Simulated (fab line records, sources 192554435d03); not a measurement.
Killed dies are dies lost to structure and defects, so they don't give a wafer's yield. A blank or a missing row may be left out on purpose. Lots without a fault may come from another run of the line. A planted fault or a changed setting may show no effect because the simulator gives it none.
fab line records | flow n5_finfet
record lots=24 wafers=72 last_day=18
route steps=1938 shown BEOL_M14@1772 BEOL_M15@1789 MIM_BOT@1832 MIM_BOT_LITHO@1863
lots that met no fault: from a run of the same line without faults
start_h: hours from the record's first day to the start of the lot's first wafer shown | wait_h: hours since the lot's step before | " the same as in the row above | L1.1+2: a row that stands for several wafers | - no value, or no start given | * or withheld: withheld | < > ~ a bound
route shown NAME@n: a module of which the file shows steps, and the number in the route of the first | usual: mean/standard deviation of fault-free wafers | same: alike in all rows | chamber/n: place in a boat | sites: the reading at each site | _std_site: their standard deviation | _edge_site: outer sites' mean less inner sites' | radius_mm: how far each site lies from the wafer's centre | mask NAME#n: copy n | behind: the tool/chamber that last shaped the wafer | hold: why the lot was held/for how many hours/how that ended | device: the transistor (n, p or np) that didn't switch | end of line: the same wafers' tests at the end of the route | a step without rows: its recipe alone | killed: dies lost to structure and defects at the first sort, not the wafer's yield | map: a wafer's dies, x killed, . not, _ none there
set.NAME: the setting as run; set.NAME@STEP: as run at that earlier step | model.NAME: the simulator's own value behind a step, which no gauge read
steps of the route over a sample of lots; a table a step, a row a wafer
services: from which hour (start_h, from the record's first day; less than 0 if before it) a tool's chamber was out of use, for how many hours, and why
## steps
# step N5_BEOL_M14_INSPECT_55
# recipe inspect_instrument=darkfield mode=post_dep
# usual raw_defect_count=59/20
# columns lot.wafer tool chamber start_h wait_h raw_defect_count
L074.1 defect_inspect-02 - 248.96 0.0 47
L074.4 " - " " 41
L074.5 " - " " 64
L075.2 defect_inspect-01 - 252.24 0.0 57
L075.3 " - " " 57
L075.6 " - " " 50
L077.2 defect_inspect-01 - 265.70 0.0 49
L077.3 " - " " 49
L077.5 " - " " 50
L076.2 defect_inspect-01 - 269.21 0.0 67
L076.4 " - " " 77
L076.6 " - " " 75
L078.2 defect_inspect-01 - 274.39 0.0 77
L078.3 " - " " 66
L078.4 " - " " 74
L081.3 defect_inspect-01 - 286.90 0.0 87
L081.4 " - " " 41
L081.6 " - " " 35
L080.2 defect_inspect-01 - 291.07 0.0 70
L080.3 " - " " 63
L080.4 " - " " 101
L079.1 defect_inspect-02 - 297.68 0.0 70
L079.2 " - " " 46
L079.5 " - " " 42
L082.1 defect_inspect-01 - 299.19 0.0 72
L082.5 " - " " 69
L082.6 " - " " 99
L083.2 defect_inspect-02 - 299.73 0.0 60
L083.4 " - " " 54
L083.5 " - " " 54
L084.1 defect_inspect-01 - 305.22 0.0 55
L084.5 " - " " 18
L084.6 " - " " 42
L086.1 defect_inspect-02 - 320.51 0.0 48
L086.5 " - " " 42
L086.6 " - " " 68
L085.2 defect_inspect-02 - 328.25 0.0 94
L085.3 " - " " 84
L085.4 " - " " 94
L089.1 defect_inspect-02 - 328.48 0.0 77
L089.2 " - " " 118
L089.3 " - " " 51
L087.2 defect_inspect-01 - 331.03 0.0 35
L087.4 " - " " 58
L087.6 " - " " 46
L088.1 defect_inspect-02 - 332.08 0.0 78
L088.3 " - " " 62
L088.5 " - " " 64
L090.2 defect_inspect-01 - 350.71 0.0 40
L090.3 " - " " 58
L090.4 " - " " 59
L091.2 defect_inspect-01 - 350.98 0.0 33
L091.3 " - " " 31
L091.5 " - " " 39
L093.1 defect_inspect-01 - 352.06 0.0 73
L093.2 " - " " 86
L093.5 " - " " 41
L092.2 defect_inspect-01 - 358.81 0.0 45
L092.4 " - " " 63
L092.6 " - " " 36
L094.2 defect_inspect-01 - 359.25 0.0 31
L094.3 " - " " 50
L094.4 " - " " 34
L095.1 defect_inspect-02 - 389.31 0.0 40
L095.3 " - " " 47
L095.5 " - " " 44
L097.2 defect_inspect-02 - 393.26 0.0 58
L097.3 " - " " 82
L097.5 " - " " 52
L096.1 defect_inspect-01 - 393.54 0.0 83
L096.3 " - " " 88
L096.5 " - " " 52
# step N5_BEOL_M15_STRIP_63
# recipe chemistry=O2 power_w=600 temp_c=60 pressure_mtorr=30 rf_frequency_hz=6e+07 bias_power_w=0 overash_fraction=0.3 o2_flow_sccm=225
# usual drypump_motor_current_A=5.5/0.5 oes_product_au=0.75/0.074 rf_vpp_V=3.6/0.81 showerhead_plenum_p_Torr=2.06/0.092 throttle_valve_pct=16.63/0.2
# columns lot.wafer tool chamber start_h wait_h drypump_motor_current_A oes_product_au rf_hours_counter_h rf_vpp_V showerhead_plenum_p_Torr throttle_valve_pct
L074.1 rie_diel-01 1 - - 4.7 0.69 214 2.1 2.16 16.93
L074.4 " 0 " " 5.4 0.77 - 4.8 1.93 16.50
L074.5 " 2 " " 6.3 0.70 - 3.2 2.09 16.62
L075.2 rie_diel-02 0 - - 5.3 0.84 68 3.6 2.22 16.40
L075.3 " 1 " " 6.3 0.76 171 4.3 2.00 16.55
L075.6 " 3 " " 5.9 0.76 - 4.8 2.10 16.66
L077.2 rie_diel-06 1 - - 4.9 0.75 172 3.2 2.01 16.75
L077.3 " 2 " " 5.0 0.73 183 4.8 1.99 16.63
L077.5 " 1 " " 5.0 0.75 - 2.6 2.01 16.77
L076.2 rie_diel-01 0 - - 5.4 0.74 139 3.4 1.93 16.52
L076.4 " 1 " " 4.7 0.68 222 2.7 2.16 16.96
L076.6 " 1 " " 4.7 0.67 - 4.2 2.16 16.95
L078.2 rie_diel-06 1 - - 4.9 0.74 176 3.2 2.00 16.78
L078.3 " 3 " " 5.6 0.98 1 3.2 2.24 16.25
L078.4 " 0 " " 5.5 0.71 188 3.3 2.07 16.96
L081.3 rie_diel-02 0 - - 5.2 0.82 78 2.8 2.22 16.43
L081.4 " 1 " " 6.3 0.75 180 3.8 2.00 16.54
L081.6 " 1 " " 6.3 0.74 - 2.9 2.00 16.53
L080.2 rie_diel-02 1 - - 6.3 0.75 181 4.2 2.00 16.55
L080.3 " 0 " " 5.3 0.84 79 5.6 2.22 16.40
L080.4 " 3 " " 5.9 0.74 174 4.9 2.09 16.69
L079.1 rie_diel-06 0 - - 5.5 0.70 194 4.0 2.07 16.99
L079.2 " 1 " " 4.9 0.73 182 3.1 2.00 16.77
L079.5 " 1 " " 4.9 0.73 - 4.4 2.00 16.79
L082.1 rie_diel-02 2 - - 5.1 0.71 196 3.3 1.98 16.62
L082.5 " 2 " " 5.1 0.72 - 4.5 1.98 16.62
L082.6 " 0 " " 5.3 0.83 - 3.7 2.21 16.42
L083.2 rie_diel-02 0 - - 5.2 0.82 83 3.3 2.22 16.40
L083.4 " 1 " " 6.3 0.74 - 3.3 2.00 16.59
L083.5 " 2 " " 5.1 0.71 - 4.6 1.98 16.62
L084.1 rie_diel-02 2 - - 5.0 0.72 199 2.9 1.98 16.61
L084.5 " 3 " " 5.9 0.73 - 3.5 2.09 16.67
L084.6 " 2 " " 5.0 0.72 - 2.4 1.98 16.61
L086.1 rie_diel-06 3 - - 5.6 0.93 14 2.4 2.24 16.26
L086.5 " 0 " " 5.5 0.70 - 3.2 2.07 16.99
L086.6 " 1 " " 5.0 0.73 - 3.3 2.00 16.80
L085.2 rie_diel-01 1 - - 4.7 0.67 241 2.5 2.15 16.97
L085.3 " 2 " " 6.3 0.69 207 3.4 2.08 16.67
L085.4 " 3 " " 5.8 0.93 18 4.5 2.05 16.31
L089.1 rie_diel-02 0 - - 5.3 0.82 91 3.4 2.21 16.43
L089.2 " 2 " " 5.1 0.70 205 2.7 1.98 16.63
L089.3 " 3 " " 5.9 0.73 184 4.2 2.09 16.72
L087.2 rie_diel-02 2 - - 5.1 0.71 206 2.6 1.98 16.63
L087.4 " 1 " " 6.2 0.74 195 3.0 2.00 16.59
L087.6 " 0 " " 5.2 0.82 - 2.3 2.21 16.43
L088.1 rie_diel-01 2 - - 6.3 0.69 209 4.9 2.08 16.66
L088.3 " 3 " " 5.8 0.93 20 2.2 2.05 16.32
L088.5 " 1 " " 4.7 0.67 - 3.3 2.15 16.98
L090.2 rie_diel-02 3 - - 5.9 0.73 191 4.5 2.09 16.73
L090.3 " 1 " " 6.3 0.74 202 3.3 1.99 16.59
L090.4 " 0 " " 5.2 0.81 100 2.4 2.21 16.43
L091.2 rie_diel-06 2 - - 5.0 0.72 210 3.3 1.98 16.73
L091.3 " 0 " " 5.6 0.70 211 3.8 2.07 17.03
L091.5 " 1 " " 4.9 0.73 - 2.8 2.00 16.83
L093.1 rie_diel-02 1 - - 6.3 0.74 203 3.4 1.99 16.61
L093.2 " 2 " " 5.1 0.71 213 5.2 1.98 16.62
L093.5 " 0 " " 5.2 0.80 - 4.0 2.21 16.46
L092.2 rie_diel-01 3 - - 5.7 0.92 27 4.1 2.05 16.31
L092.4 " 2 " " 6.4 0.68 216 4.5 2.08 16.68
L092.6 " 0 " " 5.4 0.73 - 3.3 1.92 16.55
L094.2 rie_diel-02 1 - - 6.3 0.73 204 3.7 1.99 16.60
L094.3 " 2 " " 5.1 0.72 214 5.4 1.98 16.65
L094.4 " 3 " " 5.9 0.71 194 4.0 2.09 16.74
L095.1 rie_diel-06 0 - - 5.6 0.69 219 2.7 2.06 17.04
L095.3 " 2 " " 5.0 0.69 218 3.7 1.98 16.72
L095.5 " 0 " " 5.5 0.69 - 3.8 2.06 17.04
L097.2 rie_diel-06 0 - - 5.5 0.68 221 2.5 2.06 17.03
L097.3 " 3 " " 5.6 0.90 32 3.7 2.23 16.32
L097.5 " 3 " " 5.6 0.89 - 4.6 2.23 16.32
L096.1 rie_diel-01 3 - - 5.7 0.89 40 3.2 2.04 16.33
L096.3 " 1 " " 4.7 0.98 5 3.0 2.14 16.52
L096.5 " 2 " " 6.3 0.67 - 2.9 2.07 16.70
# step N5_BEOL_M15_ETCH_61
# recipe chemistry=N2/H2 target=BARC target_depth_a=890 overetch_a=267 time_s=67.9 ion_energy_ev=200 pressure_mtorr=30 source_w=840 bias_w=150 n2_flow_sccm=200 h2_flow_sccm=200
# usual bias_w=150.0/0.43 drypump_motor_current_A=5.4/0.43 oes_product_au=0.64/0.06 rf_vpp_V=523/3 showerhead_plenum_p_Torr=2.50/0.1 throttle_valve_pct=17.92/0.23
# columns lot.wafer tool chamber start_h wait_h bias_w drypump_motor_current_A oes_product_au rf_hours_counter_h rf_vpp_V showerhead_plenum_p_Torr throttle_valve_pct
L074.1 rie_diel-06 1 251.30 0.0 150.2 5.0 0.64 166 520 2.43 17.88
L074.4 " 2 " " 149.9 5.0 0.62 - 520 2.43 17.88
L074.5 " 1 " " 149.9 4.9 0.65 - 520 2.43 17.89
L075.2 rie_diel-06 1 255.31 0.0 149.7 4.9 0.64 168 521 2.43 17.89
L075.3 " 0 " " 149.7 5.6 0.61 180 523 2.53 18.32
L075.6 " 0 " " 150.1 5.5 0.62 - 524 2.53 18.32
L077.2 rie_diel-06 0 268.45 0.0 149.8 5.6 0.61 186 525 2.53 18.34
L077.3 " 1 " " 149.8 5.0 0.64 173 520 2.43 17.90
L077.5 " 0 " " 150.0 5.6 0.61 - 524 2.53 18.33
L076.2 rie_diel-06 3 271.74 0.0 149.7 5.6 0.86 0 527 2.72 17.55
L076.4 " 1 " " 149.8 5.0 0.64 174 521 2.43 17.89
L076.6 " 2 " " 150.2 5.0 0.62 - 519 2.42 17.89
L078.2 rie_diel-02 2 276.57 0.0 150.1 5.1 0.62 188 520 2.42 17.87
L078.3 " 1 " " 149.9 6.3 0.64 177 521 2.43 17.80
L078.4 " 0 " " 150.0 5.2 0.70 74 528 2.69 17.65
L081.3 rie_diel-01 1 289.52 0.0 150.1 4.7 0.59 229 526 2.61 18.14
L081.4 " 2 " " 150.0 6.3 0.60 195 523 2.52 17.77
L081.6 " 1 " " 150.0 4.7 0.58 - 525 2.61 18.12
L080.2 rie_diel-02 0 293.50 0.0 150.7 5.2 0.71 80 528 2.68 17.67
L080.3 " 2 " " 149.5 5.1 0.63 193 522 2.42 17.88
L080.4 " 0 " " 150.0 5.2 0.70 - 527 2.68 17.67
L079.1 rie_diel-06 0 300.19 0.0 150.1 5.6 0.60 194 523 2.53 18.34
L079.2 " 3 " " 150.6 5.6 0.81 8 528 2.72 17.57
L079.5 " 1 " " 150.2 4.9 0.63 - 521 2.43 17.91
L082.1 rie_diel-02 0 301.37 0.0 150.0 5.3 0.70 83 527 2.68 17.65
L082.5 " 2 " " 149.6 5.1 0.61 - 521 2.42 17.90
L082.6 " 1 " " 149.3 6.3 0.64 - 520 2.43 17.81
L083.2 rie_diel-06 2 302.03 0.0 149.6 5.0 0.61 195 521 2.42 17.91
L083.4 " 3 " " 150.6 5.6 0.81 8 530 2.71 17.57
L083.5 " 1 " " 150.1 5.0 0.63 - 518 2.43 17.93
L084.1 rie_diel-06 0 307.61 0.0 149.9 5.5 0.60 197 524 2.52 18.34
L084.5 " 1 " " 149.8 5.0 0.63 - 520 2.42 17.92
L084.6 " 0 " " 150.4 5.5 0.60 - 522 2.52 18.36
L086.1 rie_diel-06 3 323.09 0.0 149.7 5.6 0.79 14 529 2.71 17.57
L086.5 " 0 " " 149.5 5.6 0.60 - 523 2.52 18.35
L086.6 " 1 " " 149.6 5.0 0.63 - 521 2.42 17.94
L085.2 rie_diel-06 1 330.86 0.0 150.1 4.9 0.62 194 519 2.42 17.95
L085.3 " 0 " " 150.5 5.5 0.60 205 524 2.52 18.36
L085.4 " 2 " " 150.1 5.0 0.60 203 520 2.42 17.92
L089.1 rie_diel-01 2 331.50 0.0 149.7 6.3 0.59 208 524 2.51 17.79
L089.2 " 0 " " 150.0 5.4 0.63 160 518 2.33 17.75
L089.3 " 3 " " 149.7 5.8 0.79 19 523 2.50 17.67
L087.2 rie_diel-02 3 333.31 0.0 149.9 5.9 0.63 185 524 2.53 17.86
L087.4 " 0 " " 149.8 5.3 0.70 93 527 2.68 17.69
L087.6 " 2 " " 150.1 5.1 0.61 - 519 2.41 17.90
L088.1 rie_diel-02 3 334.96 0.0 149.1 5.9 0.62 186 524 2.52 17.85
L088.3 " 1 " " 150.2 6.3 0.62 196 521 2.42 17.83
L088.5 " 0 " " 149.3 5.3 0.69 - 526 2.68 17.68
L090.2 rie_diel-06 1 353.01 0.0 151.0 5.0 0.62 201 521 2.42 17.95
L090.3 " 3 " " 149.6 5.6 0.77 23 528 2.71 17.61
L090.4 " 0 " " 151.2 5.6 0.59 212 523 2.52 18.36
L091.2 rie_diel-02 0 353.40 0.0 150.2 5.3 0.68 101 526 2.67 17.70
L091.3 " 1 " " 150.4 6.3 0.62 203 520 2.42 17.82
L091.5 " 0 " " 149.8 5.2 0.69 - 527 2.67 17.71
L093.1 rie_diel-06 2 354.56 0.0 150.3 5.0 0.60 211 522 2.41 17.93
L093.2 " 3 " " 149.2 5.5 0.78 23 529 2.71 17.60
L093.5 " 2 " " 150.5 5.0 0.60 - 518 2.41 17.94
L092.2 rie_diel-06 2 361.23 0.0 150.4 5.0 0.61 212 521 2.41 17.94
L092.4 " 0 " " 149.3 5.5 0.59 213 522 2.52 18.36
L092.6 " 0 " " 149.9 5.5 0.59 - 522 2.52 18.36
L094.2 rie_diel-06 1 362.09 0.0 149.3 5.0 0.62 204 519 2.42 17.95
L094.3 " 2 " " 149.9 5.0 0.60 212 519 2.41 17.92
L094.4 " 3 " " 149.8 5.6 0.78 25 527 2.71 17.61
L095.1 rie_diel-02 0 391.62 0.0 150.0 5.2 0.68 111 528 2.67 17.73
L095.3 " 3 " " 149.9 5.9 0.62 202 523 2.52 17.89
L095.5 " 2 " " 149.7 5.1 0.61 - 520 2.41 17.92
L097.2 rie_diel-02 3 395.99 0.0 149.5 5.9 0.62 204 523 2.52 17.88
L097.3 " 1 " " 150.4 6.3 0.62 214 520 2.42 17.85
L097.5 " 2 " " 149.0 5.1 0.61 - 519 2.41 17.93
L096.1 rie_diel-06 1 396.65 0.0 150.4 4.9 0.62 212 522 2.41 17.96
L096.3 " 3 " " 150.5 5.6 0.77 33 528 2.70 17.61
L096.5 " 3 " " 150.3 5.6 0.76 - 527 2.70 17.62
# step N5_BEOL_M15_TRENCH_ETCH_34
# recipe chemistry=C4F8/O2/Ar target=SiO2 target_depth_a=8729.3 he_inner_torr=15 he_outer_torr=30 time_s=199 ion_energy_ev=800 pressure_mtorr=20 source_w=1905 bias_w=2040 Ar_flow_sccm=400 C4F8_flow_sccm=16 O2_flow_sccm=12
# usual bias_w=2039/6.4 drypump_motor_current_A=5.4/0.43 he_inner_torr=15.002/0.03 oes_f_703_au=0.75/0.073 oes_product_au=0.75/0.073 rf_vpp_V=2215/29 showerhead_plenum_p_Torr=3.39/0.13 throttle_valve_pct=30.91/0.25
# columns lot.wafer tool chamber start_h wait_h bias_w drypump_motor_current_A he_inner_torr oes_f_703_au oes_product_au rf_hours_counter_h rf_vpp_V showerhead_plenum_p_Torr throttle_valve_pct
L074.1 rie_diel-06 1 251.35 0.0 2038 5.0 14.984 0.77 0.76 166 2184 3.30 30.88
L074.4 " 2 " " 2052 5.0 15.009 0.72 0.73 - 2178 3.31 30.93
L074.5 " 1 " " 2026 5.0 15.012 0.77 0.75 - 2183 3.30 30.88
L075.2 rie_diel-06 1 255.36 0.0 2041 5.0 15.012 0.77 0.74 168 2182 3.30 30.87
L075.3 " 0 " " 2035 5.5 14.964 0.70 0.70 180 2258 3.43 31.33
L075.6 " 0 " " 2030 5.6 15.001 0.71 0.71 - 2258 3.43 31.33
L077.2 rie_diel-06 0 268.51 0.0 2038 5.5 15.056 0.69 0.70 186 2257 3.43 31.34
L077.3 " 1 " " 2033 4.9 14.999 0.76 0.74 173 2182 3.30 30.89
L077.5 " 0 " " 2035 5.5 15.053 0.69 0.71 - 2259 3.43 31.31
L076.2 rie_diel-06 3 271.80 0.0 2051 5.6 14.997 1.00 0.99 0 2241 3.65 30.55
L076.4 " 1 " " 2041 4.9 15.026 0.76 0.75 174 2182 3.30 30.89
L076.6 " 2 " " 2034 5.0 15.031 0.72 0.72 - 2178 3.30 30.94
L078.2 rie_diel-02 2 276.62 0.0 2032 5.1 14.979 0.72 0.72 188 2211 3.29 30.85
L078.3 " 1 " " 2034 6.3 14.965 0.76 0.76 177 2203 3.29 30.66
L078.4 " 0 " " 2039 5.3 15.050 0.83 0.83 74 2236 3.61 30.63
L081.3 rie_diel-01 1 289.57 0.0 2034 4.7 15.065 0.68 0.68 229 2226 3.55 31.25
L081.4 " 2 " " 2049 6.3 15.010 0.71 0.69 195 2219 3.40 30.65
L081.6 " 1 " " 2035 4.7 15.029 0.69 0.68 - 2225 3.55 31.26
L080.2 rie_diel-02 0 293.55 0.0 2046 5.2 14.956 0.83 0.84 80 2237 3.61 30.63
L080.3 " 2 " " 2049 5.1 15.019 0.71 0.73 193 2209 3.28 30.85
L080.4 " 0 " " 2032 5.3 14.978 0.83 0.82 - 2237 3.61 30.62
L079.1 rie_diel-06 0 300.24 0.0 2035 5.5 14.977 0.69 0.70 194 2258 3.42 31.34
L079.2 " 3 " " 2040 5.6 15.019 0.95 0.96 8 2242 3.65 30.57
L079.5 " 1 " " 2048 5.0 14.989 0.75 0.74 - 2183 3.29 30.88
L082.1 rie_diel-02 0 301.42 0.0 2048 5.3 14.990 0.82 0.81 83 2237 3.61 30.62
L082.5 " 2 " " 2034 5.1 15.017 0.71 0.71 - 2209 3.28 30.84
L082.6 " 1 " " 2027 6.3 14.967 0.75 0.75 - 2201 3.28 30.65
L083.2 rie_diel-06 2 302.08 0.0 2037 5.0 15.021 0.71 0.71 195 2177 3.30 30.95
L083.4 " 3 " " 2049 5.5 14.995 0.95 0.95 8 2241 3.65 30.55
L083.5 " 1 " " 2041 4.9 14.995 0.76 0.73 - 2183 3.29 30.88
L084.1 rie_diel-06 0 307.66 0.0 2052 5.5 15.016 0.69 0.70 197 2258 3.42 31.35
L084.5 " 1 " " 2049 4.9 15.026 0.75 0.74 - 2183 3.29 30.91
L084.6 " 0 " " 2056 5.5 14.957 0.68 0.70 - 2256 3.42 31.35
L086.1 rie_diel-06 3 323.14 0.0 2027 5.6 15.012 0.93 0.92 14 2240 3.65 30.57
L086.5 " 0 " " 2037 5.5 14.975 0.68 0.69 - 2257 3.42 31.36
L086.6 " 1 " " 2039 5.0 15.026 0.74 0.73 - 2183 3.29 30.90
L085.2 rie_diel-06 1 330.91 0.0 2043 4.9 14.995 0.74 0.72 194 2184 3.29 30.90
L085.3 " 0 " " 2041 5.5 14.926 0.68 0.70 205 2256 3.42 31.35
L085.4 " 2 " " 2041 5.0 14.957 0.71 0.70 203 2177 3.29 30.96
L089.1 rie_diel-01 2 331.55 0.0 2043 6.3 15.040 0.70 0.69 208 2220 3.39 30.64
L089.2 " 0 " " 2056 5.4 14.971 0.76 0.74 160 2199 3.18 30.81
L089.3 " 3 " " 2048 5.8 15.014 0.93 0.93 19 2230 3.39 30.76
L087.2 rie_diel-02 3 333.36 0.0 2037 5.9 15.002 0.74 0.73 185 2235 3.42 30.86
L087.4 " 0 " " 2048 5.2 15.013 0.81 0.80 93 2235 3.60 30.62
L087.6 " 2 " " 2040 5.1 15.018 0.70 0.70 - 2210 3.28 30.86
L088.1 rie_diel-02 3 335.01 0.0 2031 5.9 14.958 0.75 0.73 186 2234 3.42 30.86
L088.3 " 1 " " 2041 6.3 15.025 0.75 0.73 196 2201 3.28 30.66
L088.5 " 0 " " 2037 5.2 14.970 0.81 0.81 - 2235 3.60 30.62
L090.2 rie_diel-06 1 353.06 0.0 2037 5.0 14.958 0.74 0.73 202 2182 3.28 30.93
L090.3 " 3 " " 2035 5.6 15.007 0.91 0.92 23 2241 3.64 30.58
L090.4 " 0 " " 2032 5.5 14.994 0.68 0.69 212 2254 3.41 31.35
L091.2 rie_diel-02 0 353.46 0.0 2034 5.2 14.945 0.81 0.81 101 2235 3.60 30.61
L091.3 " 1 " " 2041 6.3 15.025 0.74 0.73 203 2199 3.27 30.68
L091.5 " 0 " " 2034 5.2 15.005 0.80 0.81 - 2235 3.60 30.65
L093.1 rie_diel-06 2 354.61 0.0 2042 5.0 15.023 0.71 0.70 211 2177 3.29 30.98
L093.2 " 3 " " 2032 5.6 14.993 0.91 0.91 23 2239 3.64 30.58
L093.5 " 2 " " 2041 5.0 15.007 0.70 0.70 - 2176 3.29 30.97
L092.2 rie_diel-06 2 361.28 0.0 2043 5.0 15.029 0.71 0.70 212 2178 3.29 30.96
L092.4 " 0 " " 2039 5.5 14.945 0.69 0.69 213 2256 3.41 31.38
L092.6 " 0 " " 2040 5.5 14.975 0.67 0.69 - 2257 3.41 31.37
L094.2 rie_diel-06 1 362.14 0.0 2037 5.0 15.053 0.74 0.72 204 2180 3.28 30.91
L094.3 " 2 " " 2052 5.0 14.961 0.70 0.70 213 2176 3.29 30.96
L094.4 " 3 " " 2032 5.6 14.969 0.91 0.90 25 2241 3.64 30.58
L095.1 rie_diel-02 0 391.67 0.0 2027 5.2 15.002 0.80 0.80 111 2235 3.59 30.65
L095.3 " 3 " " 2039 5.9 15.015 0.74 0.72 202 2232 3.41 30.88
L095.5 " 2 " " 2044 5.0 14.993 0.70 0.70 - 2207 3.27 30.88
L097.2 rie_diel-02 3 396.04 0.0 2035 5.9 14.962 0.74 0.71 204 2231 3.41 30.87
L097.3 " 1 " " 2040 6.3 15.035 0.73 0.72 214 2200 3.27 30.67
L097.5 " 2 " " 2034 5.1 14.976 0.70 0.70 - 2208 3.27 30.86
L096.1 rie_diel-06 1 396.70 0.0 2043 5.0 14.987 0.74 0.71 212 2181 3.28 30.90
L096.3 " 3 " " 2031 5.5 15.024 0.89 0.90 33 2241 3.64 30.60
L096.5 " 3 " " 2032 5.6 15.012 0.90 0.89 - 2240 3.64 30.58
# step N5_MIM_BOT_DEGAS_01
# recipe ambient=vacuum temp_c=300 time_s=60
# usual heater_power_w=476/51
# columns lot.wafer tool chamber start_h wait_h heater_power_w
L074.1 pvd_sputter-03 - 260.02 2.2 546
L074.4 " - " " 490
L074.5 " - " " 556
L075.2 pvd_sputter-03 - 260.14 1.7 487
L075.3 " - " " 544
L075.6 " - " " 562
L077.2 pvd_sputter-02 - 275.07 2.1 414
L077.3 " - " " 421
L077.5 " - " " 423
L076.2 pvd_sputter-02 - 276.99 0.1 460
L076.4 " - " " 511
L076.6 " - " " 464
L078.2 pvd_sputter-03 - 280.98 1.0 563
L078.3 " - " " 552
L078.4 " - " " 410
L081.3 pvd_sputter-01 - 295.38 0.9 459
L081.4 " - " " 461
L081.6 " - " " 457
L080.2 pvd_sputter-01 - 298.58 0.5 412
L080.3 " - " " 462
L080.4 " - " " 455
L079.1 pvd_sputter-01 - 305.58 0.7 442
L079.2 " - " " 479
L079.5 " - " " 422
L082.1 pvd_sputter-02 - 306.52 0.6 468
L082.5 " - " " 516
L082.6 " - " " 423
L083.2 pvd_sputter-03 - 309.11 1.5 414
L083.4 " - " " 546
L083.5 " - " " 418
L084.1 pvd_sputter-01 - 313.20 1.0 421
L084.5 " - " " 481
L084.6 " - " " 468
L086.1 pvd_sputter-03 - 329.46 0.2 463
L086.5 " - " " 546
L086.6 " - " " 545
L089.1 pvd_sputter-01 - 337.51 1.2 460
L089.2 " - " " 460
L089.3 " - " " 411
L085.2 pvd_sputter-01 - 337.63 0.4 411
L085.3 " - " " 473
L085.4 " - " " 463
L087.2 pvd_sputter-03 - 338.09 0.6 473
L087.4 " - " " 541
L087.6 " - " " 473
L088.1 pvd_sputter-03 - 341.19 0.8 422
L088.3 " - " " 566
L088.5 " - " " 475
L091.2 pvd_sputter-03 - 359.46 0.3 550
L091.3 " - " " 473
L091.5 " - " " 478
L090.2 pvd_sputter-02 - 359.59 0.5 427
L090.3 " - " " 409
L090.4 " - " " 518
L093.1 pvd_sputter-02 - 361.95 1.9 429
L093.2 " - " " 515
L093.5 " - " " 508
L092.2 pvd_sputter-02 - 368.59 3.6 518
L092.4 " - " " 410
L092.6 " - " " 484
L094.2 pvd_sputter-02 - 368.71 3.2 465
L094.3 " - " " 519
L094.4 " - " " 421
L095.1 pvd_sputter-02 - 397.17 0.6 417
L095.3 " - " " 528
L095.5 " - " " 464
L097.2 pvd_sputter-03 - 412.46 0.2 482
L097.3 " - " " 545
L097.5 " - " " 566
L096.1 pvd_sputter-01 - 414.85 2.1 466
L096.3 " - " " 405
L096.5 " - " " 484
# step N5_MIM_BOT_LITHO_OVL_MEAS_11
# recipe points_per_wafer=44
# usual MIM_BOT_OVL=-1/5.2
# columns lot.wafer tool chamber start_h wait_h MIM_BOT_OVL[nm]
L074.1 overlay-01 0 262.88 0.0 3
L074.4 " 0 " " 7
L074.5 " 0 " " 5
L075.2 overlay-02 0 263.19 0.0 -6
L075.3 " 0 " " 0
L075.6 " 0 " " -2
L077.2 overlay-01 0 278.05 0.0 -2
L077.3 " 0 " " -5
L077.5 " 0 " " -5
L076.2 overlay-01 0 280.87 0.0 -1
L076.4 " 0 " " 0
L076.6 " 0 " " -4
L078.2 overlay-02 0 285.15 0.0 -3
L078.3 " 0 " " 2
L078.4 " 0 " " 4
L081.3 overlay-02 0 298.06 0.0 -3
L081.4 " 0 " " -6
L081.6 " 0 " " 2
L080.2 overlay-02 0 301.29 0.0 -2
L080.3 " 0 " " -3
L080.4 " 0 " " 0
L079.1 overlay-01 0 307.87 0.0 -1
L079.2 " 0 " " -4
L079.5 " 0 " " 1
L082.1 overlay-02 0 310.40 0.0 -2
L082.5 " 0 " " -11
L082.6 " 0 " " -7
L083.2 overlay-02 0 311.38 0.0 -8
L083.4 " 0 " " -1
L083.5 " 0 " " -11
L084.1 overlay-01 0 316.14 0.0 -3
L084.5 " 0 " " -9
L084.6 " 0 " " -1
L086.1 overlay-02 0 332.01 0.0 1
L086.5 " 0 " " 9
L086.6 " 0 " " 3
L089.1 overlay-01 0 339.52 0.0 -3
L089.2 " 0 " " 0
L089.3 " 0 " " -11
L085.2 overlay-01 0 339.89 0.0 1
L085.3 " 0 " " 0
L085.4 " 0 " " 2
L087.2 overlay-02 0 340.29 0.0 -1
L087.4 " 0 " " -2
L087.6 " 0 " " -2
L088.1 overlay-02 0 344.96 0.0 1
L088.3 " 0 " " 3
L088.5 " 0 " " -2
L091.2 overlay-02 0 363.27 0.0 -8
L091.3 " 0 " " -2
L091.5 " 0 " " 0
L090.2 overlay-01 0 363.41 0.0 10
L090.3 " 0 " " 12
L090.4 " 0 " " 8
L093.1 overlay-02 0 364.20 0.0 8
L093.2 " 0 " " -1
L093.5 " 0 " " 7
L092.2 overlay-01 0 371.07 0.0 4
L092.4 " 0 " " -5
L092.6 " 0 " " -5
L094.2 overlay-02 0 371.23 0.0 3
L094.3 " 0 " " 4
L094.4 " 0 " " -5
L095.1 overlay-01 0 399.68 0.0 4
L095.3 " 0 " " 6
L095.5 " 0 " " 7
L097.2 overlay-02 0 416.28 0.0 -9
L097.3 " 0 " " -12
L097.5 " 0 " " -12
L096.1 overlay-01 0 417.91 0.0 -2
L096.3 " 0 " " -5
L096.5 " 0 " " -6
## services
# columns tool chamber start_h hours kind
rie_diel-01 2 235.65 2.4 repair
rie_diel-01 3 236.99 5.4 repair
rie_diel-01 3 242.70 - clean
rie_diel-01 3 242.70 - consumable_replace:esc
rie_diel-01 3 242.70 - consumable_replace:focus_ring
rie_diel-01 3 242.70 18.6 scheduled_down
rie_diel-01 3 242.70 18.6 vent_cycle
rie_diel-06 3 247.21 - clean
rie_diel-06 3 247.21 - consumable_replace:focus_ring
rie_diel-06 3 247.21 - consumable_replace:showerhead
rie_diel-06 3 247.21 23.3 scheduled_down
rie_diel-06 3 247.21 23.3 vent_cycle
rie_diel-01 0 277.94 1.8 repair
rie_diel-01 3 279.67 7.2 repair
pvd_sputter-01 - 281.97 1.4 repair
rie_diel-02 3 292.71 8.2 repair
rie_diel-02 2 316.58 4.0 repair
pvd_sputter-01 - 327.03 2.4 repair
rie_diel-01 1 360.02 - clean
rie_diel-01 1 360.02 - consumable_replace:focus_ring
pvd_sputter-02 - 370.99 0.6 repair
pvd_sputter-01 - 380.43 12.0 repair
pvd_sputter-01 - 400.98 8.2 repair
rie_diel-01 3 408.00 9.3 repair
## key
fault none
